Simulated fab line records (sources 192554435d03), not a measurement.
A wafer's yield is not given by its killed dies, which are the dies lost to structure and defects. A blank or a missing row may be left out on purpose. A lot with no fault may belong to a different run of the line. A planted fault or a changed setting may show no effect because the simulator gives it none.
One fault seen from 2 desks + flow n5-finfet + numbers are kept per desk, each desk with only its own; the story behind them comes last

## FROM THE METROLOGY DESK
Lot by lot, what the gauges showed, no matter which tool ran the lot: averages of those sampled wafers that carry a number. If a lot's mean is further than 4 standard deviations from the usual mean, the lot is out of limits and carries the mark OUT (the distance appears in the brackets).
Columns: A = trench-depth-nm at N5_BEOL_M14_OCD_MEAS_35, usual 556 nm
| lot  | first seen here | A   |
|------|-----------------|-----|
| L310 | day 12 16:20    | 548 |
| L308 | day 12 19:37    | 556 |
| L311 | day 12 21:01    | 566 |
| L314 | day 13 22:25    | 558 |
| L315 | day 14 10:35    | 548 |
| L316 | day 14 13:51    | 553 |
| L317 | day 15 05:22    | 564 |
| L318 | day 15 10:31    | 544 |
| L319 | day 15 20:44    | 551 |
| L320 | day 15 21:26    | 548 |
| L329 | day 18 03:54    | 573 |
| L330 | day 18 17:51    | 560 |
Finding of this desk: none of the 12 lots has anything out of limits.

## TOOL OWNER'S DESK, pvd-sputter-03
The tool's own readings at N5_BEOL_M14_SPUTTER_44 (material Ta, target thk 15 nm, time 24.19 s): means of the sampled wafers that have a number, for each lot that ran on this tool. If a lot's mean is further than 4 standard deviations from the usual mean, the lot is out of limits and carries the mark OUT (the distance appears in the brackets).
Columns: A = throttle-valve-pct at N5_BEOL_M14_SPUTTER_44, usual 30.2 %
| lot  | first seen here | A    |
|------|-----------------|------|
| L308 | day 12 20:22    | 29.9 |
| L314 | day 14 00:10    | 29.2 |
| L317 | day 15 06:07    | 29.3 |
| L318 | day 15 15:59    | 30.0 |
| L319 | day 15 21:59    | 29.1 |
| L320 | day 16 02:13    | 28.7 |
Finding of this desk: none of the 6 lots has anything out of limits.

## PUT TOGETHER
From the metrology desk's view, nothing was out of limits.
The desk of the tool owner found nothing out of limits.

## WHAT HAD BEEN PUT IN BY THE SIMULATOR
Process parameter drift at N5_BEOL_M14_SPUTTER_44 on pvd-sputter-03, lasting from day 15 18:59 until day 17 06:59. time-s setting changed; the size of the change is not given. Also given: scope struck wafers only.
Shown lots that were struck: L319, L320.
